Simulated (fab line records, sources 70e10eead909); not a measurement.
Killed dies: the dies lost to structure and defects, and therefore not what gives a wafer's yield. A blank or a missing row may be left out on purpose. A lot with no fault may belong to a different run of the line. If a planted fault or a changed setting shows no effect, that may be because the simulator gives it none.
fab line records / flow nandHarc / part 2 of 2: steps 32 to 42 of 42
[record] lots = 5 wafers = 15 lastDay = 24
route steps=1159 shown P_BONDPAD@386 A_START@389 A_ZERO_WELL@390 A_SOURCE_PLATE@413 A_ONON_D1@424
lots that met no fault: from a run of the same line without faults
startH: hours from the record's opening day to when the first of the lot's shown wafers began / waitH: time in hours since the lot's previous step / " as in the row above / L1.1+2: several wafers, shown together as one row / - no value, or no start was given / * or withheld: withheld / < > ~ a bound
route shown NAME@n: names a module that has steps shown in the file, with the first one's number in the route / usual: mean/standard deviation of fault-free wafers / same: alike in all rows / chamber/n: place in a boat / sites: readings site by site / _std_site: the values' standard deviation / _edge_site: the outer-site mean with the inner-site mean subtracted / radiusMm: how far each site lies from the wafer's centre / mask NAME#n: copy n / behind: the last tool/chamber to shape the wafer / hold: what put the lot on hold/how long, in hours/how the hold closed / device: which transistor (n, p or np) failed to switch / end of line: tests run on the same wafers once the route is complete / where a step has no rows: the recipe by itself / killed: count of dies lost to structure and defects at first sort (not the wafer's yield) / map: a wafer's dies, marking killed ones x, the rest . and places with no die _
set.NAME: setting as actually run; set.NAME@STEP: the setting as run at that earlier step / model.NAME: the simulator's own value behind a step, which no gauge read
lots seen at some steps along the route; tables by step, rows by wafer
services: a tool's chamber out of use, with start hour (startH, from the record's first day; less than 0 if before it), hours out, and reason
[[steps]]
[step NHARC_A_SOURCE_PLATE_CVD_03]
[recipe] targetThkA = 2000 tempC = 620 pressureMtorr = 200 timeS = 4000 material = poly-Si
[usual] zonePowerLowerPct = 7.8/1.5
lot.wafer=L079.3 tool=lpcvdPoly-03 chamber=0 startH=180.88 waitH=- zonePowerLowerPct=6.8
lot.wafer=L079.4 tool=lpcvdPoly-03 chamber=0 startH=180.88 waitH=- zonePowerLowerPct=6.7
lot.wafer=L079.5 tool=lpcvdPoly-03 chamber=0 startH=180.88 waitH=- zonePowerLowerPct=6.6
lot.wafer=L084.3 tool=lpcvdPoly-03 chamber=0 startH=201.33 waitH=- zonePowerLowerPct=6.6
lot.wafer=L084.5 tool=lpcvdPoly-03 chamber=0 startH=201.33 waitH=- zonePowerLowerPct=6.7
lot.wafer=L084.6 tool=lpcvdPoly-03 chamber=0 startH=201.33 waitH=- zonePowerLowerPct=6.9
lot.wafer=L088.2 tool=lpcvdPoly-03 chamber=0 startH=222.28 waitH=- zonePowerLowerPct=6.8
lot.wafer=L088.4 tool=lpcvdPoly-03 chamber=0 startH=222.28 waitH=- zonePowerLowerPct=6.8
lot.wafer=L088.5 tool=lpcvdPoly-03 chamber=0 startH=222.28 waitH=- zonePowerLowerPct=6.7
lot.wafer=L086.2 tool=lpcvdPoly-03 chamber=0 startH=227.39 waitH=- zonePowerLowerPct=6.7
lot.wafer=L086.4 tool=lpcvdPoly-03 chamber=0 startH=227.39 waitH=- zonePowerLowerPct=6.6
lot.wafer=L086.5 tool=lpcvdPoly-03 chamber=0 startH=227.39 waitH=- zonePowerLowerPct=6.8
lot.wafer=L093.2 tool=lpcvdPoly-03 chamber=0 startH=256.56 waitH=- zonePowerLowerPct=6.6
lot.wafer=L093.5 tool=lpcvdPoly-03 chamber=0 startH=256.56 waitH=- zonePowerLowerPct=6.8
lot.wafer=L093.6 tool=lpcvdPoly-03 chamber=0 startH=256.56 waitH=- zonePowerLowerPct=6.8
[step NHARC_A_SOURCE_PLATE_ANNEAL_05]
[recipe] tempC = 850 timeS = 1800
[usual] zonePowerLowerPct = 15.6/1.3
lot.wafer=L079.3 tool=furnace-06 chamber=0 startH=187.51 waitH=3.5 zonePowerLowerPct=17.1
lot.wafer=L079.4 tool=furnace-06 chamber=0 startH=187.51 waitH=3.5 zonePowerLowerPct=17.3
lot.wafer=L079.5 tool=furnace-06 chamber=0 startH=187.51 waitH=3.5 zonePowerLowerPct=17.3
lot.wafer=L084.3 tool=furnace-05 chamber=0 startH=210.31 waitH=5.9 zonePowerLowerPct=14.8
lot.wafer=L084.5 tool=furnace-05 chamber=0 startH=210.31 waitH=5.9 zonePowerLowerPct=14.3
lot.wafer=L084.6 tool=furnace-05 chamber=0 startH=210.31 waitH=5.9 zonePowerLowerPct=14.8
lot.wafer=L088.2 tool=furnace-06 chamber=0 startH=228.89 waitH=3.5 zonePowerLowerPct=17.4
lot.wafer=L088.4 tool=furnace-06 chamber=0 startH=228.89 waitH=3.5 zonePowerLowerPct=17.5
lot.wafer=L088.5 tool=furnace-06 chamber=0 startH=228.89 waitH=3.5 zonePowerLowerPct=17.3
lot.wafer=L086.2 tool=furnace-06 chamber=0 startH=234.08 waitH=3.5 zonePowerLowerPct=17.1
lot.wafer=L086.4 tool=furnace-06 chamber=0 startH=234.08 waitH=3.5 zonePowerLowerPct=17.6
lot.wafer=L086.5 tool=furnace-06 chamber=0 startH=234.08 waitH=3.5 zonePowerLowerPct=16.9
lot.wafer=L093.2 tool=furnace-05 chamber=0 startH=262.91 waitH=3.2 zonePowerLowerPct=14.7
lot.wafer=L093.5 tool=furnace-05 chamber=0 startH=262.91 waitH=3.2 zonePowerLowerPct=14.5
lot.wafer=L093.6 tool=furnace-05 chamber=0 startH=262.91 waitH=3.2 zonePowerLowerPct=14.7
[step NHARC_A_SOURCE_PLATE_THK_MEAS_06]
[recipe] thkMeasGauge = ellipsometry
[usual] thkNm = 200.0/1.9
lot.wafer=L079.3 tool=filmMetro-01 chamber=- startH=191.44 waitH=0.4 thkNm=201.4
lot.wafer=L079.4 tool=filmMetro-01 chamber=- startH=191.44 waitH=0.4 thkNm=202.7
lot.wafer=L079.5 tool=filmMetro-01 chamber=- startH=191.44 waitH=0.4 thkNm=201.1
lot.wafer=L084.3 tool=filmMetro-01 chamber=- startH=214.29 waitH=0.4 thkNm=201.4
lot.wafer=L084.5 tool=filmMetro-01 chamber=- startH=214.29 waitH=0.4 thkNm=201.9
lot.wafer=L084.6 tool=filmMetro-01 chamber=- startH=214.29 waitH=0.4 thkNm=201.3
lot.wafer=L088.2 tool=filmMetro-02 chamber=- startH=232.81 waitH=0.4 thkNm=199.7
lot.wafer=L088.4 tool=filmMetro-02 chamber=- startH=232.81 waitH=0.4 thkNm=198.8
lot.wafer=L088.5 tool=filmMetro-02 chamber=- startH=232.81 waitH=0.4 thkNm=201.6
lot.wafer=L086.2 tool=filmMetro-01 chamber=- startH=238.08 waitH=0.4 thkNm=199.6
lot.wafer=L086.4 tool=filmMetro-01 chamber=- startH=238.08 waitH=0.4 thkNm=200.9
lot.wafer=L086.5 tool=filmMetro-01 chamber=- startH=238.08 waitH=0.4 thkNm=198.5
lot.wafer=L093.2 tool=filmMetro-01 chamber=- startH=266.84 waitH=0.4 thkNm=199.7
lot.wafer=L093.5 tool=filmMetro-01 chamber=- startH=266.84 waitH=0.4 thkNm=199.5
lot.wafer=L093.6 tool=filmMetro-01 chamber=- startH=266.84 waitH=0.4 thkNm=198.5
[step NHARC_A_SOURCE_PLATE_INSPECT_08]
[usual] rawDefectCount = 60/24
lot.wafer=L079.3 tool=defectInspect-01 chamber=- startH=191.51 waitH=0.0 rawDefectCount=55
lot.wafer=L079.4 tool=defectInspect-01 chamber=- startH=191.51 waitH=0.0 rawDefectCount=51
lot.wafer=L079.5 tool=defectInspect-01 chamber=- startH=191.51 waitH=0.0 rawDefectCount=61
lot.wafer=L084.3 tool=defectInspect-01 chamber=- startH=214.37 waitH=0.0 rawDefectCount=48
lot.wafer=L084.5 tool=defectInspect-01 chamber=- startH=214.37 waitH=0.0 rawDefectCount=75
lot.wafer=L084.6 tool=defectInspect-01 chamber=- startH=214.37 waitH=0.0 rawDefectCount=29
lot.wafer=L088.2 tool=defectInspect-01 chamber=- startH=232.87 waitH=0.0 rawDefectCount=50
lot.wafer=L088.4 tool=defectInspect-01 chamber=- startH=232.87 waitH=0.0 rawDefectCount=36
lot.wafer=L088.5 tool=defectInspect-01 chamber=- startH=232.87 waitH=0.0 rawDefectCount=28
lot.wafer=L086.2 tool=defectInspect-02 chamber=- startH=238.16 waitH=0.0 rawDefectCount=36
lot.wafer=L086.4 tool=defectInspect-02 chamber=- startH=238.16 waitH=0.0 rawDefectCount=59
lot.wafer=L086.5 tool=defectInspect-02 chamber=- startH=238.16 waitH=0.0 rawDefectCount=68
lot.wafer=L093.2 tool=defectInspect-02 chamber=- startH=266.91 waitH=0.0 rawDefectCount=107
lot.wafer=L093.5 tool=defectInspect-02 chamber=- startH=266.91 waitH=0.0 rawDefectCount=166
lot.wafer=L093.6 tool=defectInspect-02 chamber=- startH=266.91 waitH=0.0 rawDefectCount=66
[step NHARC_A_ONON_D1_DEP_00]
[recipe] targetThkA = 10000 n2FlowSccm = 2750 n2oFlowSccm = 2000 nh3FlowSccm = 500 sih4FlowSccm = 210 tempC = 400
[usual] susceptorTempC = 400.02/0.21
lot.wafer=L079.3 tool=pecvdOnon-04 chamber=0 startH=191.69 waitH=0.2 susceptorTempC=399.73
lot.wafer=L079.4 tool=pecvdOnon-04 chamber=0 startH=191.69 waitH=0.2 susceptorTempC=399.80
lot.wafer=L079.5 tool=pecvdOnon-04 chamber=0 startH=191.69 waitH=0.2 susceptorTempC=400.08
lot.wafer=L084.3 tool=pecvdOnon-02 chamber=0 startH=214.55 waitH=0.2 susceptorTempC=399.76
lot.wafer=L084.5 tool=pecvdOnon-02 chamber=0 startH=214.55 waitH=0.2 susceptorTempC=399.87
lot.wafer=L084.6 tool=pecvdOnon-02 chamber=0 startH=214.55 waitH=0.2 susceptorTempC=400.13
lot.wafer=L088.2 tool=pecvdOnon-02 chamber=0 startH=233.00 waitH=0.1 susceptorTempC=400.05
lot.wafer=L088.4 tool=pecvdOnon-02 chamber=0 startH=233.00 waitH=0.1 susceptorTempC=400.12
lot.wafer=L088.5 tool=pecvdOnon-02 chamber=0 startH=233.00 waitH=0.1 susceptorTempC=400.08
lot.wafer=L086.2 tool=pecvdOnon-02 chamber=0 startH=238.29 waitH=0.1 susceptorTempC=399.70
lot.wafer=L086.4 tool=pecvdOnon-02 chamber=0 startH=238.29 waitH=0.1 susceptorTempC=399.51
lot.wafer=L086.5 tool=pecvdOnon-02 chamber=0 startH=238.29 waitH=0.1 susceptorTempC=399.84
lot.wafer=L093.2 tool=pecvdOnon-03 chamber=0 startH=267.03 waitH=0.1 susceptorTempC=400.26
lot.wafer=L093.5 tool=pecvdOnon-03 chamber=0 startH=267.03 waitH=0.1 susceptorTempC=400.02
lot.wafer=L093.6 tool=pecvdOnon-03 chamber=0 startH=267.03 waitH=0.1 susceptorTempC=399.96
[step NHARC_A_ONON_D1_THK_MEAS_02]
[recipe] thkMeasGauge = ellipsometry
[usual] thkNm = 1001/9.7
lot.wafer=L079.3 tool=filmMetro-01 chamber=- startH=192.08 waitH=- thkNm=987
lot.wafer=L079.4 tool=filmMetro-01 chamber=- startH=192.08 waitH=- thkNm=985
lot.wafer=L079.5 tool=filmMetro-01 chamber=- startH=192.08 waitH=- thkNm=987
lot.wafer=L084.3 tool=filmMetro-02 chamber=- startH=214.95 waitH=- thkNm=994
lot.wafer=L084.5 tool=filmMetro-02 chamber=- startH=214.95 waitH=- thkNm=994
lot.wafer=L084.6 tool=filmMetro-02 chamber=- startH=214.95 waitH=- thkNm=993
lot.wafer=L088.2 tool=filmMetro-01 chamber=- startH=233.45 waitH=- thkNm=1012
lot.wafer=L088.4 tool=filmMetro-01 chamber=- startH=233.45 waitH=- thkNm=1012
lot.wafer=L088.5 tool=filmMetro-01 chamber=- startH=233.45 waitH=- thkNm=1012
lot.wafer=L086.2 tool=filmMetro-01 chamber=- startH=238.75 waitH=- thkNm=993
lot.wafer=L086.4 tool=filmMetro-01 chamber=- startH=238.75 waitH=- thkNm=994
lot.wafer=L086.5 tool=filmMetro-01 chamber=- startH=238.75 waitH=- thkNm=993
lot.wafer=L093.2 tool=filmMetro-02 chamber=- startH=267.48 waitH=- thkNm=1012
lot.wafer=L093.5 tool=filmMetro-02 chamber=- startH=267.48 waitH=- thkNm=1012
lot.wafer=L093.6 tool=filmMetro-02 chamber=- startH=267.48 waitH=- thkNm=1012
[step NHARC_A_ONON_D1_DEP_03]
[recipe] targetThkA = 10000 n2FlowSccm = 2750 n2oFlowSccm = 2000 nh3FlowSccm = 500 sih4FlowSccm = 210 tempC = 400
[usual] susceptorTempC = 400.04/0.24
lot.wafer=L079.3 tool=pecvdOnon-04 chamber=0 startH=192.25 waitH=0.2 susceptorTempC=400.16
lot.wafer=L079.4 tool=pecvdOnon-04 chamber=0 startH=192.25 waitH=0.2 susceptorTempC=400.14
lot.wafer=L079.5 tool=pecvdOnon-04 chamber=0 startH=192.25 waitH=0.2 susceptorTempC=400.20
lot.wafer=L084.3 tool=pecvdOnon-04 chamber=0 startH=215.12 waitH=0.2 susceptorTempC=399.78
lot.wafer=L084.5 tool=pecvdOnon-04 chamber=0 startH=215.12 waitH=0.2 susceptorTempC=399.91
lot.wafer=L084.6 tool=pecvdOnon-04 chamber=0 startH=215.12 waitH=0.2 susceptorTempC=399.76
lot.wafer=L088.2 tool=pecvdOnon-04 chamber=0 startH=233.57 waitH=0.1 susceptorTempC=400.32
lot.wafer=L088.4 tool=pecvdOnon-04 chamber=0 startH=233.57 waitH=0.1 susceptorTempC=400.28
lot.wafer=L088.5 tool=pecvdOnon-04 chamber=0 startH=233.57 waitH=0.1 susceptorTempC=400.32
lot.wafer=L086.2 tool=pecvdOnon-03 chamber=0 startH=238.86 waitH=0.1 susceptorTempC=400.30
lot.wafer=L086.4 tool=pecvdOnon-03 chamber=0 startH=238.86 waitH=0.1 susceptorTempC=400.38
lot.wafer=L086.5 tool=pecvdOnon-03 chamber=0 startH=238.86 waitH=0.1 susceptorTempC=400.10
lot.wafer=L093.2 tool=pecvdOnon-02 chamber=0 startH=267.60 waitH=0.1 susceptorTempC=400.14
lot.wafer=L093.5 tool=pecvdOnon-02 chamber=0 startH=267.60 waitH=0.1 susceptorTempC=400.23
lot.wafer=L093.6 tool=pecvdOnon-02 chamber=0 startH=267.60 waitH=0.1 susceptorTempC=399.70
[step NHARC_A_ONON_D1_THK_MEAS_05]
[recipe] thkMeasGauge = ellipsometry
[usual] thkNm = 1004/6.4
lot.wafer=L079.3 tool=filmMetro-01 chamber=- startH=192.65 waitH=- thkNm=1003
lot.wafer=L079.4 tool=filmMetro-01 chamber=- startH=192.65 waitH=- thkNm=1004
lot.wafer=L079.5 tool=filmMetro-01 chamber=- startH=192.65 waitH=- thkNm=1006
lot.wafer=L084.3 tool=filmMetro-02 chamber=- startH=215.51 waitH=- thkNm=1000
lot.wafer=L084.5 tool=filmMetro-02 chamber=- startH=215.51 waitH=- thkNm=998
lot.wafer=L084.6 tool=filmMetro-02 chamber=- startH=215.51 waitH=- thkNm=1000
lot.wafer=L088.2 tool=filmMetro-02 chamber=- startH=234.03 waitH=- thkNm=997
lot.wafer=L088.4 tool=filmMetro-02 chamber=- startH=234.03 waitH=- thkNm=996
lot.wafer=L088.5 tool=filmMetro-02 chamber=- startH=234.03 waitH=- thkNm=1000
lot.wafer=L086.2 tool=filmMetro-01 chamber=- startH=239.31 waitH=- thkNm=1008
lot.wafer=L086.4 tool=filmMetro-01 chamber=- startH=239.31 waitH=- thkNm=1008
lot.wafer=L086.5 tool=filmMetro-01 chamber=- startH=239.31 waitH=- thkNm=1007
lot.wafer=L093.2 tool=filmMetro-02 chamber=- startH=268.05 waitH=- thkNm=994
lot.wafer=L093.5 tool=filmMetro-02 chamber=- startH=268.05 waitH=- thkNm=997
lot.wafer=L093.6 tool=filmMetro-02 chamber=- startH=268.05 waitH=- thkNm=998
[step NHARC_A_ONON_D1_DEP_06]
[recipe] targetThkA = 10000 n2FlowSccm = 2750 n2oFlowSccm = 2000 nh3FlowSccm = 500 sih4FlowSccm = 210 tempC = 400
[usual] susceptorTempC = 399.98/0.23
lot.wafer=L079.3 tool=pecvdOnon-04 chamber=0 startH=192.82 waitH=0.2 susceptorTempC=399.89
lot.wafer=L079.4 tool=pecvdOnon-04 chamber=0 startH=192.82 waitH=0.2 susceptorTempC=400.27
lot.wafer=L079.5 tool=pecvdOnon-04 chamber=0 startH=192.82 waitH=0.2 susceptorTempC=399.92
lot.wafer=L084.3 tool=pecvdOnon-03 chamber=0 startH=215.68 waitH=0.2 susceptorTempC=399.81
lot.wafer=L084.5 tool=pecvdOnon-03 chamber=0 startH=215.68 waitH=0.2 susceptorTempC=399.94
lot.wafer=L084.6 tool=pecvdOnon-03 chamber=0 startH=215.68 waitH=0.2 susceptorTempC=400.06
lot.wafer=L088.2 tool=pecvdOnon-03 chamber=0 startH=234.14 waitH=0.1 susceptorTempC=399.69
lot.wafer=L088.4 tool=pecvdOnon-03 chamber=0 startH=234.14 waitH=0.1 susceptorTempC=399.93
lot.wafer=L088.5 tool=pecvdOnon-03 chamber=0 startH=234.14 waitH=0.1 susceptorTempC=399.75
lot.wafer=L086.2 tool=pecvdOnon-02 chamber=0 startH=239.43 waitH=0.1 susceptorTempC=400.06
lot.wafer=L086.4 tool=pecvdOnon-02 chamber=0 startH=239.43 waitH=0.1 susceptorTempC=399.80
lot.wafer=L086.5 tool=pecvdOnon-02 chamber=0 startH=239.43 waitH=0.1 susceptorTempC=400.05
lot.wafer=L093.2 tool=pecvdOnon-04 chamber=0 startH=268.16 waitH=0.1 susceptorTempC=399.76
lot.wafer=L093.5 tool=pecvdOnon-04 chamber=0 startH=268.16 waitH=0.1 susceptorTempC=399.85
lot.wafer=L093.6 tool=pecvdOnon-04 chamber=0 startH=268.16 waitH=0.1 susceptorTempC=400.08
[step NHARC_A_ONON_D1_THK_MEAS_08]
[recipe] thkMeasGauge = ellipsometry
[usual] thkNm = 1003/9.9
lot.wafer=L079.3 tool=filmMetro-01 chamber=- startH=193.21 waitH=- thkNm=992
lot.wafer=L079.4 tool=filmMetro-01 chamber=- startH=193.21 waitH=- thkNm=991
lot.wafer=L079.5 tool=filmMetro-01 chamber=- startH=193.21 waitH=- thkNm=991
lot.wafer=L084.3 tool=filmMetro-01 chamber=- startH=216.08 waitH=- thkNm=993
lot.wafer=L084.5 tool=filmMetro-01 chamber=- startH=216.08 waitH=- thkNm=992
lot.wafer=L084.6 tool=filmMetro-01 chamber=- startH=216.08 waitH=- thkNm=995
lot.wafer=L088.2 tool=filmMetro-01 chamber=- startH=234.59 waitH=- thkNm=1012
lot.wafer=L088.4 tool=filmMetro-01 chamber=- startH=234.59 waitH=- thkNm=1013
lot.wafer=L088.5 tool=filmMetro-01 chamber=- startH=234.59 waitH=- thkNm=1013
lot.wafer=L086.2 tool=filmMetro-01 chamber=- startH=239.88 waitH=- thkNm=1006
lot.wafer=L086.4 tool=filmMetro-01 chamber=- startH=239.88 waitH=- thkNm=1004
lot.wafer=L086.5 tool=filmMetro-01 chamber=- startH=239.88 waitH=- thkNm=1002
lot.wafer=L093.2 tool=filmMetro-02 chamber=- startH=268.61 waitH=- thkNm=998
lot.wafer=L093.5 tool=filmMetro-02 chamber=- startH=268.61 waitH=- thkNm=1000
lot.wafer=L093.6 tool=filmMetro-02 chamber=- startH=268.61 waitH=- thkNm=998
[step NHARC_A_ONON_D1_DEP_09]
[recipe] targetThkA = 10000 n2FlowSccm = 2750 n2oFlowSccm = 2000 nh3FlowSccm = 500 sih4FlowSccm = 210 tempC = 400
[usual] susceptorTempC = 399.96/0.23
lot.wafer=L079.3 tool=pecvdOnon-04 chamber=0 startH=193.38 waitH=0.2 susceptorTempC=399.64
lot.wafer=L079.4 tool=pecvdOnon-04 chamber=0 startH=193.38 waitH=0.2 susceptorTempC=399.33
lot.wafer=L079.5 tool=pecvdOnon-04 chamber=0 startH=193.38 waitH=0.2 susceptorTempC=399.82
lot.wafer=L084.3 tool=pecvdOnon-02 chamber=0 startH=216.25 waitH=0.2 susceptorTempC=399.86
lot.wafer=L084.5 tool=pecvdOnon-02 chamber=0 startH=216.25 waitH=0.2 susceptorTempC=400.15
lot.wafer=L084.6 tool=pecvdOnon-02 chamber=0 startH=216.25 waitH=0.2 susceptorTempC=400.18
lot.wafer=L088.2 tool=pecvdOnon-02 chamber=0 startH=234.71 waitH=0.1 susceptorTempC=400.04
lot.wafer=L088.4 tool=pecvdOnon-02 chamber=0 startH=234.71 waitH=0.1 susceptorTempC=399.81
lot.wafer=L088.5 tool=pecvdOnon-02 chamber=0 startH=234.71 waitH=0.1 susceptorTempC=399.95
lot.wafer=L086.2 tool=pecvdOnon-03 chamber=0 startH=240.00 waitH=0.1 susceptorTempC=400.06
lot.wafer=L086.4 tool=pecvdOnon-03 chamber=0 startH=240.00 waitH=0.1 susceptorTempC=400.09
lot.wafer=L086.5 tool=pecvdOnon-03 chamber=0 startH=240.00 waitH=0.1 susceptorTempC=400.34
lot.wafer=L093.2 tool=pecvdOnon-03 chamber=0 startH=268.73 waitH=0.1 susceptorTempC=400.11
lot.wafer=L093.5 tool=pecvdOnon-03 chamber=0 startH=268.73 waitH=0.1 susceptorTempC=400.10
lot.wafer=L093.6 tool=pecvdOnon-03 chamber=0 startH=268.73 waitH=0.1 susceptorTempC=400.18
[[services]]
tool=rieDiel-12 chamber=1 startH=145.08 hours=24.0 kind=repair
tool=wetBench-03 chamber=- startH=146.40 hours=8.0 kind=pm
tool=implanter-01 chamber=- startH=152.68 hours=4.9 kind=repair
tool=pecvdOnon-03 chamber=- startH=153.40 hours=13.0 kind=pm
tool=rieDiel-05 chamber=1 startH=159.67 hours=9.4 kind=repair
tool=rieDiel-05 chamber=- startH=163.60 hours=9.0 kind=pm
tool=rieDiel-08 chamber=2 startH=164.44 hours=5.3 kind=repair
tool=wetBench-09 chamber=- startH=184.95 hours=8.0 kind=repair
tool=rieDiel-08 chamber=1 startH=187.94 hours=7.2 kind=repair
tool=lithoTrack-07 chamber=- startH=189.00 hours=7.0 kind=pm
tool=furnace-06 chamber=- startH=198.40 hours=26.0 kind=pm
tool=rieDiel-12 chamber=- startH=202.46 hours=9.0 kind=pm
tool=rieDiel-05 chamber=2 startH=206.74 hours=8.2 kind=repair
tool=wetBench-09 chamber=- startH=210.20 hours=0.5 kind=repair
tool=lithoTrack-03 chamber=- startH=213.00 hours=7.0 kind=pm
tool=wetBench-01 chamber=- startH=213.60 hours=8.0 kind=pm
tool=pvdSputter-02 chamber=- startH=214.01 hours=10.0 kind=pm
tool=wetBench-08 chamber=- startH=230.40 hours=8.0 kind=pm
tool=rieDiel-12 chamber=- startH=234.85 hours=15.0 kind=repair
tool=lithoTrack-05 chamber=- startH=237.00 hours=7.0 kind=pm
tool=pecvdOnon-04 chamber=- startH=237.34 hours=13.0 kind=pm
tool=rieDiel-08 chamber=- startH=245.89 hours=0.8 kind=repair
tool=wetBench-10 chamber=- startH=247.20 hours=8.0 kind=pm
tool=implanter-01 chamber=- startH=266.00 hours=13.0 kind=pm
